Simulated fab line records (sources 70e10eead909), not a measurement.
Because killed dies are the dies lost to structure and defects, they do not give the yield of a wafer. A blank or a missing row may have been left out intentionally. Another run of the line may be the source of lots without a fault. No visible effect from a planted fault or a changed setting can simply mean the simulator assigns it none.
fab line records    flow nand-harc
record lots=24  wafers=72  last-day=34
route steps=1302 shown P_BONDPAD@368 A_SOURCE_PLATE@420
lots with no fault: from the same line, run without faults
start-h: the number of hours between the record's first day and the start of the first shown wafer of the lot    wait-h: time in hours since the lot's previous step    " identical to the entry in the row above    L1.1+2: one row covering several wafers at once    - no value, or no start was given    * or withheld: withheld    < > ~ a bound
route shown NAME@n: NAME is a module with steps in the file, n the number in the route of the first one    usual: mean/standard deviation taken from wafers without a fault    same: alike in all rows    chamber/n: place in a boat    sites: each site's reading    _std_site: the values' standard deviation    _edge_site: inner sites' mean taken away from outer sites' mean    radius-mm: for every site, how far away it sits from the centre of the wafer    mask NAME#n: copy n    behind: the last tool/chamber to shape the wafer    hold: what put the lot on hold/how long, in hours/how the hold closed    device: whichever transistor did not switch (one of n, p or np)    end of line: the route-end tests of the same wafers    a step without rows: its recipe alone    killed: count of dies lost to structure and defects at first sort (not the wafer's yield)    map: the dies of a wafer, with x for killed, . for not killed, _ for no die there
set.NAME: setting as actually run; set.NAME@STEP: the setting as run at that earlier step    model.NAME: the simulator's own value behind a step, which no gauge read
route steps across a sampled set of lots; one table per step, one row per wafer
services: from which hour (start-h, from the record's first day; less than 0 if before it) a tool's chamber was out of use, for how many hours, and why
## steps
# step NHARC_P_BONDPAD_ETCH_37
# recipe target-depth-a=600  overetch-a=180  time-s=65.91  ion-energy-ev=200  n2-flow-sccm=150  h2-flow-sccm=150  ar-flow-sccm=0  rf-w=400  bias-w=150  chemistry=N2/H2
# usual drypump-motor-current-A=5.8/0.4  oes-product-au=0.996/0.012  rf-vpp-V=429.6/2.8  showerhead-plenum-p-Torr=2.01/0.1  throttle-valve-pct=14.172/0.0096
lot.wafer  tool         chamber  start-h  wait-h  drypump-motor-current-A  oes-product-au  rf-hours-counter-h  rf-vpp-V  showerhead-plenum-p-Torr  throttle-valve-pct
L075.2     rie-diel-10  3        142.83   0.1     5.7                      0.992           3.9                 432.0     2.12                      14.164
L075.3     "            1        "        "       6.2                      0.986           4.6                 431.5     2.09                      14.170
L075.6     "            0        "        "       5.8                      1.025           -                   428.0     1.89                      14.169
L074.4     rie-diel-10  0        143.63   0.1     5.8                      1.019           3.6                 425.7     1.89                      14.175
L074.2     "            1        "        "       6.2                      0.976           4.7                 431.7     2.09                      14.158
L074.5     "            0        "        "       5.7                      1.019           -                   425.0     1.89                      14.169
L076.1     rie-diel-10  1        156.74   0.1     6.2                      0.969           5.6                 430.6     2.09                      14.193
L076.3     "            2        "        "       5.9                      0.986           4.6                 429.1     1.97                      14.166
L076.2     "            0        "        "       5.8                      1.007           4.4                 426.3     1.89                      14.176
L077.1     rie-diel-10  3        174.69   0.1     5.7                      0.983           6.1                 433.1     2.12                      14.174
L077.4     "            0        "        "       5.8                      1.020           5.4                 426.6     1.89                      14.177
L077.5     "            1        "        "       6.1                      0.985           -                   431.8     2.08                      14.172
L078.4     rie-diel-04  2        177.49   0.1     5.8                      1.005           4.6                 428.8     2.00                      14.164
L078.2     "            0        "        "       6.5                      1.013           4.3                 434.7     2.20                      14.171
L078.6     "            1        "        "       5.8                      0.999           -                   427.9     1.97                      14.173
L079.4     rie-diel-07  0        187.02   0.1     6.2                      0.992           2.1                 429.2     1.95                      14.179
L079.1     "            1        "        "       5.0                      0.983           3.3                 424.9     1.91                      14.142
L079.2     "            2        "        "       5.9                      0.992           3.2                 434.3     2.19                      14.178
L080.2     rie-diel-04  0        197.02   0.1     6.5                      1.012           0.3                 434.8     2.20                      14.159
L080.1     "            1        "        "       5.8                      0.984           0.3                 428.7     1.97                      14.177
L080.6     "            0        "        "       6.5                      1.002           -                   435.4     2.20                      14.170
L081.4     rie-diel-07  0        205.14   0.1     6.2                      0.992           3.0                 429.2     1.95                      14.168
L081.3     "            1        "        "       5.1                      0.986           4.8                 426.6     1.91                      14.169
L081.1     "            2        "        "       5.9                      0.983           4.8                 434.8     2.19                      14.181
L082.4     rie-diel-10  1        214.16   0.1     6.1                      0.979           8.7                 433.3     2.08                      14.170
L082.6     "            1        "        "       6.2                      0.965           -                   432.7     2.08                      14.172
L082.5     "            2        "        "       5.9                      0.991           -                   428.9     1.97                      14.165
L083.3     rie-diel-07  3        220.25   0.1     5.6                      1.002           4.8                 428.1     1.94                      14.172
L083.5     "            3        "        "       5.6                      0.998           -                   427.2     1.94                      14.177
L083.6     "            0        "        "       6.2                      1.005           -                   428.2     1.95                      14.160
L084.2     rie-diel-07  3        234.02   0.1     5.6                      0.997           5.1                 426.9     1.94                      14.161
L084.6     "            3        "        "       5.6                      1.009           -                   427.5     1.94                      14.166
L084.5     "            0        "        "       6.2                      1.008           -                   428.4     1.95                      14.166
L085.3     rie-diel-07  0        240.80   0.1     6.2                      1.010           3.9                 428.6     1.95                      14.171
L085.5     "            0        "        "       6.2                      1.009           -                   428.8     1.95                      14.179
L085.4     "            2        "        "       5.8                      1.000           -                   433.8     2.19                      14.166
L086.3     rie-diel-10  3        263.96   0.1     5.7                      1.012           0.4                 431.7     2.12                      14.162
L086.1     "            2        "        "       5.9                      0.992           0.7                 428.4     1.97                      14.178
L086.6     "            0        "        "       5.8                      1.010           -                   424.7     1.89                      14.161
L087.1     rie-diel-04  1        280.17   0.1     5.8                      0.980           2.2                 428.3     1.97                      14.168
L087.3     "            2        "        "       5.8                      0.987           2.3                 428.6     2.00                      14.169
L087.5     "            3        "        "       5.1                      0.997           -                   427.3     1.91                      14.169
L088.4     rie-diel-04  0        281.00   0.1     6.5                      1.002           2.2                 435.8     2.20                      14.170
L088.3     "            2        "        "       5.8                      0.981           2.4                 427.6     2.00                      14.185
L088.1     "            3        "        "       5.1                      1.002           2.3                 428.0     1.91                      14.168
L089.2     rie-diel-07  2        291.98   0.1     5.9                      0.986           8.8                 434.7     2.19                      14.182
L089.4     "            2        "        "       5.9                      0.990           -                   432.3     2.19                      14.163
L089.3     "            0        "        "       6.2                      1.011           -                   428.6     1.95                      14.179
L090.1     rie-diel-04  0        301.90   0.1     6.5                      0.999           3.0                 432.7     2.20                      14.178
L090.2     "            1        "        "       5.8                      0.988           3.1                 429.2     1.97                      14.171
L090.6     "            0        "        "       6.5                      1.007           -                   434.0     2.20                      14.161
L091.2     rie-diel-04  2        315.45   0.1     5.8                      0.995           3.9                 431.1     2.00                      14.189
L091.4     "            0        "        "       6.6                      1.001           3.8                 433.9     2.20                      14.165
L091.5     "            2        "        "       5.8                      0.996           -                   429.6     2.00                      14.185
L092.1     rie-diel-04  2        323.40   0.1     5.8                      0.978           4.3                 429.6     2.00                      14.180
L092.4     "            3        "        "       5.1                      1.002           4.2                 426.0     1.91                      14.168
L092.2     "            0        "        "       6.6                      0.994           4.1                 435.4     2.20                      14.165
L093.3     rie-diel-04  2        330.33   0.1     5.8                      0.992           4.7                 429.4     2.00                      14.150
L093.4     "            0        "        "       6.5                      0.999           4.5                 434.6     2.20                      14.177
L093.5     "            2        "        "       5.8                      0.978           -                   429.4     2.00                      14.163
L094.1     rie-diel-10  2        334.04   0.1     5.9                      1.008           4.0                 428.1     1.96                      14.178
L094.3     "            3        "        "       5.7                      1.015           3.6                 434.1     2.12                      14.153
L094.4     "            1        "        "       6.2                      0.994           4.1                 432.6     2.08                      14.170
L095.4     rie-diel-04  1        345.64   0.1     5.8                      1.004           5.1                 427.5     1.97                      14.181
L095.5     "            1        "        "       5.8                      1.005           -                   428.6     1.97                      14.174
L095.6     "            2        "        "       5.8                      1.000           -                   429.4     2.00                      14.165
L096.1     rie-diel-10  0        355.33   0.1     5.8                      1.005           5.8                 427.4     1.89                      14.174
L096.2     "            3        "        "       5.7                      0.999           5.7                 432.9     2.11                      14.157
L096.5     "            0        "        "       5.8                      1.001           -                   425.7     1.89                      14.162
L097.4     rie-diel-07  3        360.25   0.1     5.6                      0.999           2.2                 428.9     1.94                      14.166
L097.2     "            2        "        "       5.9                      0.991           2.3                 434.1     2.19                      14.193
L097.6     "            0        "        "       6.2                      0.983           -                   428.3     1.95                      14.169
# step NHARC_P_BONDPAD_ETCH_24
# recipe target-depth-a=300  over-etch-frac=0.3  time-s=72.99  ion-energy-ev=150  cf4-flow-sccm=50  n2-flow-sccm=100  ar-flow-sccm=150  rf-w=300  bias-w=100  chemistry=CF4/N2
# usual cf4-flow-sccm=49.99/0.15  drypump-motor-current-A=5.8/0.42  oes-product-au=0.998/0.013  rf-vpp-V=313.5/2.2  showerhead-plenum-p-Torr=2.59/0.12  throttle-valve-pct=19.793/0.0091
lot.wafer  tool         chamber  start-h  wait-h  cf4-flow-sccm  drypump-motor-current-A  oes-product-au  rf-hours-counter-h  rf-vpp-V  showerhead-plenum-p-Torr  throttle-valve-pct
L075.3     rie-diel-04  1        -        -       49.98          5.8                      0.983           3.4                 311.4     2.54                      19.790
L075.2     "            3        "        "       49.90          5.1                      0.998           3.8                 310.8     2.47                      19.779
L075.6     "            1        "        "       50.09          5.8                      0.989           -                   312.8     2.54                      19.809
L074.4     rie-diel-04  2        -        -       50.04          5.8                      1.011           4.1                 313.9     2.58                      19.783
L074.2     "            3        "        "       49.94          5.1                      0.994           3.8                 312.4     2.47                      19.796
L074.5     "            2        "        "       50.03          5.8                      1.014           -                   313.6     2.58                      19.803
L076.1     rie-diel-04  2        -        -       50.00          5.8                      1.010           4.3                 313.3     2.58                      19.771
L076.2     "            3        "        "       50.00          5.1                      0.996           4.0                 312.7     2.47                      19.793
L076.3     "            0        "        "       49.87          6.5                      1.011           4.1                 316.1     2.82                      19.781
L077.4     rie-diel-10  0        -        -       50.01          5.8                      1.027           5.5                 310.1     2.45                      19.789
L077.1     "            2        "        "       50.03          5.9                      0.985           5.4                 311.4     2.54                      19.779
L077.5     "            0        "        "       50.03          5.8                      1.014           -                   310.3     2.45                      19.775
L078.2     rie-diel-10  3        -        -       49.79          5.7                      0.983           6.3                 315.9     2.72                      19.794
L078.4     "            1        "        "       49.91          6.2                      0.986           6.7                 314.1     2.68                      19.792
L078.6     "            0        "        "       49.96          5.8                      1.021           -                   311.5     2.45                      19.785
L079.1     rie-diel-04  3        -        -       49.84          5.1                      1.002           0.0                 310.5     2.47                      19.806
L079.4     "            0        "        "       49.80          6.6                      1.005           0.0                 318.3     2.82                      19.794
L079.2     "            1        "        "       50.37          5.8                      0.995           0.0                 311.5     2.54                      19.794
L080.1     rie-diel-07  1        -        -       50.15          5.1                      0.983           4.1                 309.9     2.47                      19.795
L080.2     "            2        "        "       50.22          5.8                      0.995           4.1                 316.9     2.80                      19.805
L080.6     "            3        "        "       49.68          5.6                      0.988           -                   313.3     2.50                      19.786
L081.4     rie-diel-04  2        -        -       50.01          5.8                      0.999           0.7                 313.5     2.58                      19.769
L081.1     "            3        "        "       49.94          5.1                      1.008           0.7                 311.2     2.47                      19.797
L081.3     "            1        "        "       49.99          5.8                      1.001           0.8                 313.1     2.54                      19.792
L082.4     rie-diel-10  2        -        -       50.06          5.9                      0.984           7.7                 313.1     2.54                      19.812
L082.5     "            0        "        "       49.98          5.8                      1.024           -                   311.4     2.45                      19.788
L082.6     "            1        "        "       49.93          6.1                      0.975           -                   316.3     2.68                      19.802
L083.3     rie-diel-04  1        -        -       49.94          5.8                      0.993           1.0                 312.7     2.54                      19.794
L083.6     "            2        "        "       49.73          5.8                      0.993           -                   313.7     2.58                      19.810
L083.5     "            3        "        "       49.83          5.1                      0.994           -                   310.8     2.47                      19.794
L084.2     rie-diel-04  0        -        -       49.95          6.5                      1.002           1.2                 315.3     2.82                      19.794
L084.6     "            3        "        "       50.05          5.1                      0.999           -                   312.5     2.47                      19.783
L084.5     "            0        "        "       49.92          6.5                      0.991           -                   317.7     2.82                      19.794
L085.4     rie-diel-10  2        -        -       50.08          5.9                      1.001           9.6                 313.1     2.54                      19.802
L085.3     "            3        "        "       49.84          5.7                      0.986           10.4                315.2     2.72                      19.784
L085.5     "            1        "        "       50.10          6.2                      0.978           -                   315.0     2.68                      19.788
L086.1     rie-diel-07  0        -        -       49.90          6.2                      1.009           5.1                 313.9     2.52                      19.805
L086.3     "            1        "        "       50.02          5.0                      0.992           7.0                 311.7     2.47                      19.791
L086.6     "            0        "        "       49.97          6.2                      1.006           -                   312.2     2.52                      19.798
L087.1     rie-diel-07  0        280.65   0.2     49.79          6.2                      1.011           6.4                 312.7     2.52                      19.787
L087.3     "            2        "        "       49.92          5.9                      0.993           7.7                 317.5     2.80                      19.797
L087.5     "            0        "        "       49.83          6.2                      1.009           -                   313.7     2.52                      19.807
L088.3     rie-diel-07  2        281.49   0.1     50.06          5.8                      0.994           7.8                 316.3     2.80                      19.782
L088.1     "            0        "        "       50.23          6.2                      1.007           6.5                 312.9     2.52                      19.794
L088.4     "            2        "        "       50.10          5.8                      0.996           -                   316.0     2.80                      19.793
L089.3     rie-diel-04  2        -        -       50.27          5.8                      0.971           2.9                 313.6     2.58                      19.794
L089.2     "            3        "        "       49.93          5.1                      0.990           2.8                 312.2     2.47                      19.809
L089.4     "            1        "        "       50.17          5.8                      0.976           2.9                 314.2     2.54                      19.798
L090.2     rie-diel-04  0        -        -       50.04          6.5                      1.005           3.1                 318.1     2.81                      19.798
L090.1     "            1        "        "       49.65          5.8                      0.982           3.2                 312.0     2.54                      19.796
L090.6     "            0        "        "       49.98          6.5                      0.997           -                   317.4     2.81                      19.795
L091.2     rie-diel-04  3        -        -       49.89          5.1                      0.995           3.9                 310.8     2.47                      19.791
L091.4     "            0        "        "       49.86          6.5                      1.006           3.9                 317.1     2.81                      19.801
L091.5     "            2        "        "       50.17          5.8                      0.985           -                   313.2     2.58                      19.792
L092.4     rie-diel-07  1        -        -       50.00          5.1                      1.021           0.6                 309.3     2.47                      19.803
L092.1     "            2        "        "       50.05          5.8                      0.973           0.8                 318.3     2.80                      19.794
L092.2     "            0        "        "       50.08          6.2                      0.999           0.7                 313.1     2.52                      19.796
L093.3     rie-diel-07  2        330.83   0.2     50.22          5.8                      0.978           1.6                 316.4     2.80                      19.779
L093.5     "            0        "        "       50.04          6.2                      0.997           -                   314.5     2.52                      19.799
L093.4     "            1        "        "       49.97          5.1                      1.029           -                   312.1     2.47                      19.780
L094.3     rie-diel-04  0        -        -       49.88          6.5                      1.001           4.6                 317.9     2.81                      19.784
L094.1     "            1        "        "       50.03          5.8                      0.991           4.7                 312.7     2.54                      19.796
L094.4     "            2        "        "       49.77          5.8                      0.985           4.9                 312.8     2.58                      19.787
L095.4     rie-diel-07  0        346.16   0.1     49.96          6.2                      0.991           -                   313.9     2.52                      19.807
L095.6     "            1        "        "       50.17          5.1                      1.015           -                   310.5     2.47                      19.798
L095.5     "            0        "        "       50.18          6.2                      0.994           -                   313.5     2.52                      19.807
L096.2     rie-diel-10  3        355.85   0.1     50.02          5.7                      1.007           5.9                 315.3     2.72                      19.799
L096.1     "            0        "        "       50.18          5.8                      1.010           5.9                 312.3     2.45                      19.794
L096.5     "            3        "        "       50.14          5.7                      1.001           -                   315.2     2.71                      19.799
L097.2     rie-diel-10  0        360.75   0.2     50.05          5.8                      1.001           6.1                 311.1     2.45                      19.781
L097.4     "            0        "        "       50.03          5.8                      1.001           -                   311.1     2.45                      19.787
L097.6     "            2        "        "       49.91          5.9                      1.003           -                   311.5     2.54                      19.797
# step NHARC_P_BONDPAD_THK_MEAS_20
# recipe thk-meas-gauge=xrf
# usual thk-nm=160.4/1.7
lot.wafer  tool           chamber  start-h  wait-h  thk-nm
L075.2     film-metro-01  -        145.10   -       159.3
L075.3     "              -        "        "       162.2
L075.6     "              -        "        "       159.3
L074.2     film-metro-02  -        145.88   -       160.5
L074.4     "              -        "        "       161.7
L074.5     "              -        "        "       159.8
L076.1     film-metro-02  -        159.00   -       160.4
L076.2     "              -        "        "       161.9
L076.3     "              -        "        "       159.4
L077.1     film-metro-01  -        176.93   -       163.2
L077.4     "              -        "        "       162.3
L077.5     "              -        "        "       163.8
L078.2     film-metro-02  -        179.76   -       162.5
L078.4     "              -        "        "       163.8
L078.6     "              -        "        "       161.4
L079.1     film-metro-01  -        189.27   -       159.7
L079.2     "              -        "        "       157.7
L079.4     "              -        "        "       158.2
L080.1     film-metro-02  -        199.26   -       159.9
L080.2     "              -        "        "       159.4
L080.6     "              -        "        "       162.3
L081.1     film-metro-01  -        207.38   -       160.4
L081.3     "              -        "        "       160.1
L081.4     "              -        "        "       158.0
L082.4     film-metro-01  -        216.42   -       159.8
L082.5     "              -        "        "       159.6
L082.6     "              -        "        "       162.7
L083.3     film-metro-02  -        222.51   -       160.8
L083.5     "              -        "        "       161.3
L083.6     "              -        "        "       158.5
L084.2     film-metro-01  -        236.28   -       160.7
L084.5     "              -        "        "       160.9
L084.6     "              -        "        "       158.3
L085.3     film-metro-01  -        243.09   -       160.7
L085.4     "              -        "        "       161.4
L085.5     "              -        "        "       160.7
L086.1     film-metro-01  -        266.20   -       159.2
L086.3     "              -        "        "       160.1
L086.6     "              -        "        "       160.5
L087.1     film-metro-01  -        282.51   -       160.7
L087.3     "              -        "        "       157.1
L087.5     "              -        "        "       161.7
L088.1     film-metro-02  -        283.35   -       163.2
L088.3     "              -        "        "       161.3
L088.4     "              -        "        "       163.1
L089.2     film-metro-01  -        294.34   -       162.1
L089.3     "              -        "        "       162.1
L089.4     "              -        "        "       160.0
L090.1     film-metro-01  -        304.16   -       158.8
L090.2     "              -        "        "       159.8
L090.6     "              -        "        "       160.2
L091.2     film-metro-01  -        317.71   -       159.2
L091.4     "              -        "        "       161.0
L091.5     "              -        "        "       161.4
L092.1     film-metro-02  -        325.66   -       157.7
L092.2     "              -        "        "       158.8
L092.4     "              -        "        "       160.7
L093.3     film-metro-02  -        332.62   -       158.0
L093.4     "              -        "        "       159.9
L093.5     "              -        "        "       157.9
L094.1     film-metro-02  -        336.48   -       163.3
L094.3     "              -        "        "       158.9
L094.4     "              -        "        "       160.7
L095.4     film-metro-01  -        347.98   -       161.5
L095.5     "              -        "        "       160.6
L095.6     "              -        "        "       157.5
L096.1     film-metro-02  -        357.70   -       161.4
L096.2     "              -        "        "       159.4
L096.5     "              -        "        "       163.6
L097.2     film-metro-02  -        362.55   -       159.0
L097.4     "              -        "        "       159.2
L097.6     "              -        "        "       161.9
# step NHARC_P_BONDPAD_INSPECT_23
# usual raw-defect-count=332/120
lot.wafer  tool               chamber  start-h  wait-h  raw-defect-count
L075.2     defect-inspect-01  -        145.32   0.0     353
L075.3     "                  -        "        "       410
L075.6     "                  -        "        "       484
L074.2     defect-inspect-02  -        146.09   0.0     238
L074.4     "                  -        "        "       481
L074.5     "                  -        "        "       336
L076.1     defect-inspect-01  -        159.21   0.0     235
L076.2     "                  -        "        "       191
L076.3     "                  -        "        "       265
L077.1     defect-inspect-01  -        177.14   0.0     238
L077.4     "                  -        "        "       170
L077.5     "                  -        "        "       282
L078.2     defect-inspect-01  -        179.98   0.0     191
L078.4     "                  -        "        "       349
L078.6     "                  -        "        "       223
L079.1     defect-inspect-02  -        189.50   0.0     297
L079.2     "                  -        "        "       266
L079.4     "                  -        "        "       236
L080.1     defect-inspect-01  -        199.47   0.0     468
L080.2     "                  -        "        "       382
L080.6     "                  -        "        "       336
L081.1     defect-inspect-01  -        207.61   0.0     515
L081.3     "                  -        "        "       402
L081.4     "                  -        "        "       592
L082.4     defect-inspect-02  -        216.65   0.0     400
L082.5     "                  -        "        "       339
L082.6     "                  -        "        "       265
L083.3     defect-inspect-02  -        222.74   0.0     294
L083.5     "                  -        "        "       186
L083.6     "                  -        "        "       236
L084.2     defect-inspect-01  -        236.50   0.0     282
L084.5     "                  -        "        "       387
L084.6     "                  -        "        "       319
L085.3     defect-inspect-02  -        243.29   0.0     315
L085.4     "                  -        "        "       264
L085.5     "                  -        "        "       230
L086.1     defect-inspect-02  -        266.41   0.0     335
L086.3     "                  -        "        "       202
L086.6     "                  -        "        "       539
L087.1     defect-inspect-02  -        282.74   0.0     352
L087.3     "                  -        "        "       340
L087.5     "                  -        "        "       353
L088.1     defect-inspect-01  -        283.58   0.0     246
L088.3     "                  -        "        "       267
L088.4     "                  -        "        "       250
L089.2     defect-inspect-02  -        294.57   0.0     217
L089.3     "                  -        "        "       237
L089.4     "                  -        "        "       366
L090.1     defect-inspect-01  -        304.36   0.0     258
L090.2     "                  -        "        "       178
L090.6     "                  -        "        "       198
L091.2     defect-inspect-01  -        317.91   0.0     269
L091.4     "                  -        "        "       373
L091.5     "                  -        "        "       332
L092.1     defect-inspect-01  -        325.88   0.0     498
L092.2     "                  -        "        "       466
L092.4     "                  -        "        "       773
L093.3     defect-inspect-02  -        332.85   0.0     159
L093.4     "                  -        "        "       242
L093.5     "                  -        "        "       326
L094.1     defect-inspect-02  -        336.70   0.0     365
L094.3     "                  -        "        "       550
L094.4     "                  -        "        "       295
L095.4     defect-inspect-02  -        348.20   0.0     618
L095.5     "                  -        "        "       260
L095.6     "                  -        "        "       302
L096.1     defect-inspect-02  -        357.93   0.0     371
L096.2     "                  -        "        "       462
L096.5     "                  -        "        "       637
L097.2     defect-inspect-02  -        362.78   0.0     281
L097.4     "                  -        "        "       259
L097.6     "                  -        "        "       342
# step NHARC_A_SOURCE_PLATE_THK_MEAS_06
# recipe thk-meas-gauge=ellipsometry
# usual thk-nm=199.2/2.2
lot.wafer  tool           chamber  start-h  wait-h  thk-nm
L075.2     film-metro-01  -        168.12   0.4     197.9
L075.3     "              -        "        "       198.7
L075.6     "              -        "        "       195.1
L074.2     film-metro-02  -        168.12   0.4     198.2
L074.4     "              -        "        "       197.5
L074.5     "              -        "        "       200.1
L076.1     film-metro-02  -        183.59   0.4     202.6
L076.2     "              -        "        "       198.5
L076.3     "              -        "        "       199.0
L077.1     film-metro-02  -        201.82   0.4     202.2
L077.4     "              -        "        "       203.4
L077.5     "              -        "        "       201.6
L078.2     film-metro-01  -        201.82   0.4     200.1
L078.4     "              -        "        "       201.7
L078.6     "              -        "        "       202.2
L079.1     film-metro-02  -        213.65   0.4     199.2
L079.2     "              -        "        "       199.2
L079.4     "              -        "        "       199.5
L080.1     film-metro-02  -        224.46   0.4     197.1
L080.2     "              -        "        "       197.2
L080.6     "              -        "        "       198.2
L081.1     film-metro-02  -        230.97   0.4     199.4
L081.3     "              -        "        "       200.4
L081.4     "              -        "        "       198.9
L082.4     film-metro-02  -        240.17   0.4     199.3
L082.5     "              -        "        "       198.9
L082.6     "              -        "        "       196.7
L083.3     film-metro-02  -        245.63   0.4     198.2
L083.5     "              -        "        "       199.2
L083.6     "              -        "        "       197.1
L084.2     film-metro-02  -        261.82   0.4     202.6
L084.5     "              -        "        "       199.8
L084.6     "              -        "        "       201.5
L085.3     film-metro-01  -        267.14   0.4     197.8
L085.4     "              -        "        "       196.1
L085.5     "              -        "        "       198.2
L086.1     film-metro-01  -        289.51   0.4     200.9
L086.3     "              -        "        "       203.0
L086.6     "              -        "        "       203.8
L087.1     film-metro-02  -        308.43   0.4     197.2
L087.3     "              -        "        "       198.9
L087.5     "              -        "        "       199.3
L088.1     film-metro-01  -        308.43   0.4     200.9
L088.3     "              -        "        "       200.2
L088.4     "              -        "        "       199.2
L089.2     film-metro-02  -        317.26   0.4     201.4
L089.3     "              -        "        "       201.8
L089.4     "              -        "        "       201.6
L090.1     film-metro-01  -        327.50   0.4     200.3
L090.2     "              -        "        "       197.1
L090.6     "              -        "        "       197.8
L091.2     film-metro-01  -        341.33   0.4     200.4
L091.4     "              -        "        "       202.1
L091.5     "              -        "        "       199.5
L092.1     film-metro-01  -        348.98   0.4     197.0
L092.2     "              -        "        "       197.2
L092.4     "              -        "        "       197.3
L094.1     film-metro-01  -        358.49   0.4     202.5
L094.3     "              -        "        "       202.6
L094.4     "              -        "        "       200.1
L093.3     film-metro-02  -        358.50   0.4     197.6
L093.4     "              -        "        "       196.6
L093.5     "              -        "        "       196.0
L095.4     film-metro-01  -        376.44   0.4     196.8
L095.5     "              -        "        "       196.1
L095.6     "              -        "        "       194.2
L096.1     film-metro-01  -        380.51   0.4     199.9
L096.2     "              -        "        "       200.4
L096.5     "              -        "        "       202.4
L097.2     film-metro-01  -        387.85   0.4     198.6
L097.4     "              -        "        "       197.6
L097.6     "              -        "        "       200.6
# step NHARC_A_SOURCE_PLATE_INSPECT_08
# usual raw-defect-count=69/33
lot.wafer  tool               chamber  start-h  wait-h  raw-defect-count
L075.2     defect-inspect-02  -        168.20   0.0     31
L075.3     "                  -        "        "       36
L075.6     "                  -        "        "       46
L074.2     defect-inspect-01  -        168.20   0.0     82
L074.4     "                  -        "        "       85
L074.5     "                  -        "        "       48
L076.1     defect-inspect-02  -        183.67   0.0     55
L076.2     "                  -        "        "       131
L076.3     "                  -        "        "       97
L077.1     defect-inspect-02  -        201.89   0.0     67
L077.4     "                  -        "        "       42
L077.5     "                  -        "        "       51
L078.2     defect-inspect-01  -        201.89   0.0     97
L078.4     "                  -        "        "       95
L078.6     "                  -        "        "       107
L079.1     defect-inspect-02  -        213.72   0.0     64
L079.2     "                  -        "        "       45
L079.4     "                  -        "        "       54
L080.1     defect-inspect-02  -        224.53   0.0     96
L080.2     "                  -        "        "       53
L080.6     "                  -        "        "       60
L081.1     defect-inspect-02  -        231.08   0.0     61
L081.3     "                  -        "        "       110
L081.4     "                  -        "        "       57
L082.4     defect-inspect-02  -        240.28   0.0     69
L082.5     "                  -        "        "       74
L082.6     "                  -        "        "       73
L083.3     defect-inspect-02  -        245.74   0.0     216
L083.5     "                  -        "        "       76
L083.6     "                  -        "        "       116
L084.2     defect-inspect-01  -        261.89   0.0     49
L084.5     "                  -        "        "       36
L084.6     "                  -        "        "       71
L085.3     defect-inspect-01  -        267.27   0.0     51
L085.4     "                  -        "        "       47
L085.5     "                  -        "        "       64
L086.1     defect-inspect-02  -        289.57   0.0     59
L086.3     "                  -        "        "       44
L086.6     "                  -        "        "       45
L088.1     defect-inspect-01  -        308.50   0.0     42
L088.3     "                  -        "        "       30
L088.4     "                  -        "        "       36
L087.1     defect-inspect-02  -        308.50   0.0     108
L087.3     "                  -        "        "       62
L087.5     "                  -        "        "       53
L089.2     defect-inspect-02  -        317.36   0.0     70
L089.3     "                  -        "        "       54
L089.4     "                  -        "        "       80
L090.1     defect-inspect-02  -        327.56   0.0     63
L090.2     "                  -        "        "       60
L090.6     "                  -        "        "       48
L091.2     defect-inspect-01  -        341.39   0.0     34
L091.4     "                  -        "        "       70
L091.5     "                  -        "        "       34
L092.1     defect-inspect-01  -        349.08   0.0     28
L092.2     "                  -        "        "       99
L092.4     "                  -        "        "       56
L094.1     defect-inspect-02  -        358.56   0.0     74
L094.3     "                  -        "        "       43
L094.4     "                  -        "        "       45
L093.3     defect-inspect-01  -        358.56   0.0     52
L093.4     "                  -        "        "       104
L093.5     "                  -        "        "       51
L095.4     defect-inspect-02  -        376.50   0.0     103
L095.5     "                  -        "        "       77
L095.6     "                  -        "        "       107
L096.1     defect-inspect-02  -        380.57   0.0     88
L096.2     "                  -        "        "       169
L096.5     "                  -        "        "       66
L097.2     defect-inspect-02  -        387.92   0.0     57
L097.4     "                  -        "        "       81
L097.6     "                  -        "        "       65
## services
tool         chamber  start-h  hours  kind
rie-diel-04  0        132.40   -      clean
rie-diel-04  1        132.40   -      clean
rie-diel-04  2        132.40   -      clean
rie-diel-04  3        132.40   -      clean
rie-diel-07  0        134.47   28.7   repair
rie-diel-07  1        151.11   8.0    repair
rie-diel-04  0        156.90   -      clean
rie-diel-04  1        156.90   -      clean
rie-diel-04  2        156.90   -      clean
rie-diel-07  2        173.77   2.9    repair
rie-diel-04  -        177.90   9.0    pm
rie-diel-10  3        208.14   1.5    repair
rie-diel-10  2        235.82   3.1    repair
rie-diel-07  3        238.86   5.8    repair
rie-diel-10  -        242.50   9.0    pm
rie-diel-04  3        253.30   3.0    repair
rie-diel-07  -        273.15   0.3    repair
rie-diel-07  1        279.68   17.5   repair
rie-diel-07  3        290.85   6.1    repair
rie-diel-07  -        294.20   9.0    pm
rie-diel-10  -        315.60   0.2    repair
rie-diel-07  -        337.48   1.4    repair
rie-diel-10  1        345.11   28.0   repair
rie-diel-04  -        354.90   9.0    pm
## key
fault none
